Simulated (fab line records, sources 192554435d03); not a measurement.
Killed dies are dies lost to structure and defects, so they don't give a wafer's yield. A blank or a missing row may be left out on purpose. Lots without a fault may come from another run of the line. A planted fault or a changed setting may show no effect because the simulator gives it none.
Which tool did it? | flow n5_finfet | 24 lots, 72 wafers sampled, at 4 steps of a route of 1938

WHAT THE GAUGES READ, wafer by wafer
N5_BEOL_M1_THK_MEAS_01. Usual: M1_ILD_THK 78.8 nm, standard deviation 1.3.
lot  | measured     | on            | M1_ILD_THK (nm) | flag
L074 | day 6 01:34  | film_metro-02 | 77.1 77.3 78.3  |
L075 | day 6 07:56  | film_metro-01 | 78.9 79.5 79.8  |
L076 | day 6 11:20  | film_metro-01 | 77.1 77.2 79.2  |
L077 | day 6 17:38  | film_metro-02 | 80.1 78.3 81.0  |
L078 | day 6 21:00  | film_metro-02 | 77.9 77.7 80.0  |
L079 | day 7 06:47  | film_metro-01 | 78.2 79.7 78.7  |
L080 | day 7 10:50  | film_metro-02 | 76.9 77.5 78.0  |
L081 | day 7 19:25  | film_metro-02 | 78.5 78.6 79.3  |
L082 | day 7 23:14  | film_metro-01 | 79.3 78.0 77.3  |
L083 | day 8 10:01  | film_metro-01 | 77.5 78.0 76.2  |
L084 | day 8 15:21  | film_metro-02 | 76.0 76.1 77.7  |
L085 | day 8 17:52  | film_metro-02 | 78.8 78.7 78.8  |
L086 | day 8 23:23  | film_metro-02 | 76.8 79.1 79.0  |
L087 | day 9 05:34  | film_metro-02 | 78.8 79.9 79.5  |
L088 | day 9 18:43  | film_metro-02 | 78.1 79.7 80.4  |
L090 | day 9 23:05  | film_metro-01 | 79.5 80.1 79.5  |
L089 | day 10 01:17 | film_metro-01 | 78.0 79.9 80.6  |
L092 | day 10 14:25 | film_metro-01 | 77.6 80.2 79.0  |
L091 | day 10 17:55 | film_metro-01 | 77.6 79.2 79.5  |
L093 | day 10 18:37 | film_metro-01 | 79.4 77.6 80.2  |
L094 | day 10 22:04 | film_metro-02 | 79.7 80.2 81.9  |
L095 | day 11 07:58 | film_metro-02 | 79.4 78.0 80.1  |
L096 | day 11 15:13 | film_metro-02 | 78.4 76.8 78.7  |
L097 | day 11 19:25 | film_metro-02 | 78.8 78.3 78.8  |

N5_BEOL_M1_CD_MEAS_35: target cd 18 nm, target cd y 21 nm. Usual: cd_nm 18.1 nm, standard deviation 0.42.
lot  | measured     | on        | cd_nm (nm)     | flag
L074 | day 6 06:25  | cd_sem-03 | 17.9 18.6 18.0 |
L075 | day 6 14:41  | cd_sem-03 | 17.6 17.7 17.9 |
L076 | day 6 18:50  | cd_sem-03 | 18.1 18.7 18.2 |
L077 | day 7 11:11  | cd_sem-01 | 17.9 17.9 18.6 |
L078 | day 7 11:25  | cd_sem-02 | 18.0 18.9 18.1 |
L079 | day 7 14:40  | cd_sem-01 | 18.6 18.0 18.8 |
L080 | day 7 21:10  | cd_sem-03 | 18.7 18.5 18.7 |
L081 | day 8 00:43  | cd_sem-03 | 18.7 18.5 18.6 |
L082 | day 8 05:21  | cd_sem-01 | 17.9 18.0 17.5 |
L083 | day 8 18:49  | cd_sem-02 | 18.0 18.6 18.3 |
L084 | day 9 04:07  | cd_sem-03 | 18.6 17.9 17.7 |
L085 | day 8 21:56  | cd_sem-01 | 18.1 17.7 18.2 |
L086 | day 9 04:35  | cd_sem-01 | 18.3 18.0 18.1 |
L087 | day 9 12:00  | cd_sem-01 | 17.4 17.6 18.4 |
L088 | day 10 05:03 | cd_sem-01 | 17.2 18.0 18.2 |
L090 | day 10 04:49 | cd_sem-02 | 18.2 18.3 17.9 |
L089 | day 10 09:50 | cd_sem-02 | 17.9 17.8 17.9 |
L092 | day 10 17:32 | cd_sem-03 | 18.1 18.6 18.3 |
L091 | day 10 22:33 | cd_sem-03 | 18.4 18.0 17.8 |
L093 | day 11 08:58 | cd_sem-01 | 17.8 18.7 18.3 |
L094 | day 11 09:01 | cd_sem-03 | 18.2 17.6 18.1 |
L095 | day 11 15:24 | cd_sem-01 | 17.8 17.6 17.3 |
L096 | day 11 21:47 | cd_sem-03 | 18.5 18.6 18.4 |
L097 | day 12 03:44 | cd_sem-03 | 17.9 17.8 18.7 |

WHICH TOOL RAN EACH LOT (tool, then ch and the chambers of the sampled wafers, then the start)
lot  | N5_BEOL_M0_ANNEAL_135        | N5_BEOL_M1_STRIP_66
L074 | pvd_sputter-02, day 6 00:17  | rie_diel-01 ch 1,2,3, day 6 04:09
L075 | pvd_sputter-02, day 6 06:41  | rie_diel-03 ch 1,3, day 6 10:41
L076 | pvd_sputter-03, day 6 09:47  | rie_diel-04 ch 1,2,3, day 6 14:43
L077 | pvd_sputter-01, day 6 16:12  | rie_diel-01 ch 1,2, day 6 19:17
L078 | pvd_sputter-02, day 6 19:46  | rie_diel-03 ch 0,1,2, day 6 23:14
L079 | pvd_sputter-02, day 7 05:34  | rie_diel-04 ch 1,2, day 7 08:13
L080 | pvd_sputter-01, day 7 09:11  | rie_diel-04 ch 0,3, day 7 12:29
L081 | pvd_sputter-01, day 7 18:10  | rie_diel-04 ch 0,1, day 7 21:13
L082 | pvd_sputter-03, day 7 21:55  | rie_diel-01 ch 0,1,2, day 8 01:45
L083 | pvd_sputter-02, day 8 08:47  | rie_diel-01 ch 1,2,3, day 8 11:25
L084 | pvd_sputter-03, day 8 14:05  | rie_diel-03 ch 1,2,3, day 8 16:19
L085 | pvd_sputter-02, day 8 16:16  | rie_diel-04 ch 0,2,3, day 8 19:50
L086 | pvd_sputter-02, day 8 22:10  | rie_diel-01 ch 0,2,3, day 9 02:35
L087 | pvd_sputter-01, day 9 04:12  | rie_diel-03 ch 0,1,2, day 9 08:29
L088 | pvd_sputter-03, day 9 17:29  | rie_diel-03 ch 0,2,3, day 9 21:19
L090 | pvd_sputter-02, day 9 21:49  | rie_diel-03 ch 1,2, day 10 01:53
L089 | pvd_sputter-03, day 9 22:59  | rie_diel-01 ch 0,3, day 10 04:03
L092 | pvd_sputter-01, day 10 13:07 | rie_diel-04 ch 1,2, day 10 15:32
L091 | pvd_sputter-03, day 10 15:46 | rie_diel-03 ch 1,2, day 10 19:05
L093 | pvd_sputter-02, day 10 17:25 | rie_diel-04 ch 0,2, day 10 22:37
L094 | pvd_sputter-02, day 10 20:47 | rie_diel-03 ch 1,2, day 10 23:07
L095 | pvd_sputter-02, day 11 06:44 | rie_diel-03 ch 0,1, day 11 09:47
L096 | pvd_sputter-02, day 11 13:58 | rie_diel-04 ch 1,2,3, day 11 16:31
L097 | pvd_sputter-03, day 11 17:53 | rie_diel-04 ch 0,2,3, day 11 22:22
- N5_BEOL_M0_ANNEAL_135: time 60 s.
- N5_BEOL_M1_STRIP_66: strips in CF4.

WHAT THE TOOLS THEMSELVES READ (means of the sampled wafers that have a number; where no wafer has one, the mark that the record gives instead)
N5_BEOL_M0_ANNEAL_135. Usual: heater_power_w 812 W, standard deviation 75.
lot  | tool           | heater_power_w (W) | flag
L074 | pvd_sputter-02 | 797                |
L075 | pvd_sputter-02 | 802                |
L076 | pvd_sputter-03 | 851                |
L077 | pvd_sputter-01 | 754                |
L078 | pvd_sputter-02 | 866                |
L079 | pvd_sputter-02 | 765                |
L080 | pvd_sputter-01 | 861                |
L081 | pvd_sputter-01 | 923                |
L082 | pvd_sputter-03 | 817                |
L083 | pvd_sputter-02 | 798                |
L084 | pvd_sputter-03 | 810                |
L085 | pvd_sputter-02 | 731                |
L086 | pvd_sputter-02 | 765                |
L087 | pvd_sputter-01 | 864                |
L088 | pvd_sputter-03 | 817                |
L090 | pvd_sputter-02 | 826                |
L089 | pvd_sputter-03 | 813                |
L092 | pvd_sputter-01 | 868                |
L091 | pvd_sputter-03 | 813                |
L093 | pvd_sputter-02 | 765                |
L094 | pvd_sputter-02 | 792                |
L095 | pvd_sputter-02 | 826                |
L096 | pvd_sputter-02 | 782                |
L097 | pvd_sputter-03 | 849                |

N5_BEOL_M1_STRIP_66. Usual: drypump_motor_current_A 5.7 A, standard deviation 0.33; oes_product_au 0.77 a.u., standard deviation 0.054; rf_vpp_V 271.3 V, standard deviation 1.5; showerhead_plenum_p_Torr 1.80 Torr, standard deviation 0.052; throttle_valve_pct 13.60 %, standard deviation 0.21.
lot  | tool        | drypump_motor_current_A (A) | oes_product_au (a.u.) | rf_vpp_V (V) | showerhead_plenum_p_Torr (Torr) | throttle_valve_pct (%) | flag
L074 | rie_diel-01 | 6.0                         | 0.75                  | 270.9        | 1.77                            | 13.69                  |
L075 | rie_diel-03 | 5.7                         | 0.74                  | 271.4        | 1.80                            | 13.65                  |
L076 | rie_diel-04 | 5.6                         | 0.78                  | 270.6        | 1.77                            | 13.47                  |
L077 | rie_diel-01 | 6.2                         | 0.73                  | 271.4        | 1.81                            | 13.63                  |
L078 | rie_diel-03 | 5.6                         | 0.82                  | 272.3        | 1.84                            | 13.57                  |
L079 | rie_diel-04 | 5.8                         | 0.81                  | 270.0        | 1.74                            | 13.46                  |
L080 | rie_diel-04 | 5.2                         | 0.79                  | 272.0        | 1.81                            | 13.43                  |
L081 | rie_diel-04 | 5.7                         | 0.82                  | 270.9        | 1.80                            | 13.51                  |
L082 | rie_diel-01 | 6.0                         | 0.76                  | 271.0        | 1.81                            | 13.57                  |
L083 | rie_diel-01 | 6.0                         | 0.73                  | 269.8        | 1.77                            | 13.71                  |
L084 | rie_diel-03 | 5.6                         | 0.75                  | 271.7        | 1.81                            | 13.68                  |
L085 | rie_diel-04 | 5.6                         | 0.75                  | 270.6        | 1.78                            | 13.61                  |
L086 | rie_diel-01 | 5.9                         | 0.77                  | 270.9        | 1.81                            | 13.59                  |
L087 | rie_diel-03 | 5.5                         | 0.80                  | 272.5        | 1.84                            | 13.61                  |
L088 | rie_diel-03 | 5.7                         | 0.76                  | 272.7        | 1.84                            | 13.80                  |
L090 | rie_diel-03 | 5.5                         | 0.78                  | 272.1        | 1.81                            | 13.51                  |
L089 | rie_diel-01 | 5.8                         | 0.80                  | 271.4        | 1.80                            | 13.51                  |
L092 | rie_diel-04 | 5.8                         | 0.79                  | 269.7        | 1.73                            | 13.50                  |
L091 | rie_diel-03 | 5.4                         | 0.77                  | 272.2        | 1.80                            | 13.53                  |
L093 | rie_diel-04 | 5.8                         | 0.74                  | 270.5        | 1.78                            | 13.76                  |
L094 | rie_diel-03 | 5.5                         | 0.75                  | 271.3        | 1.82                            | 13.71                  |
L095 | rie_diel-03 | 5.6                         | 0.82                  | 272.9        | 1.85                            | 13.59                  |
L096 | rie_diel-04 | 5.6                         | 0.75                  | 270.7        | 1.76                            | 13.54                  |
L097 | rie_diel-04 | 5.6                         | 0.74                  | 270.8        | 1.78                            | 13.65                  |

THE ANSWER, worked out from the rows above alone
Rule: a lot is off if the mean of its wafers that have a number lies more than 3 standard deviations from the usual mean. A lot without any number at a reading at which 4 lots or more have one is off too. The other lots that the step has rows for count as sound. The gauges are gone through in route order, then the tools' own readings, and for those a lot's mean is taken as printed above. The first step at which some lot is off is used, and at that step the reading that is off furthest; a lot without a number counts as furthest.
No lot is off at any reading shown: from this, nothing can be told.

WHAT THE SIMULATOR HAD PUT IN
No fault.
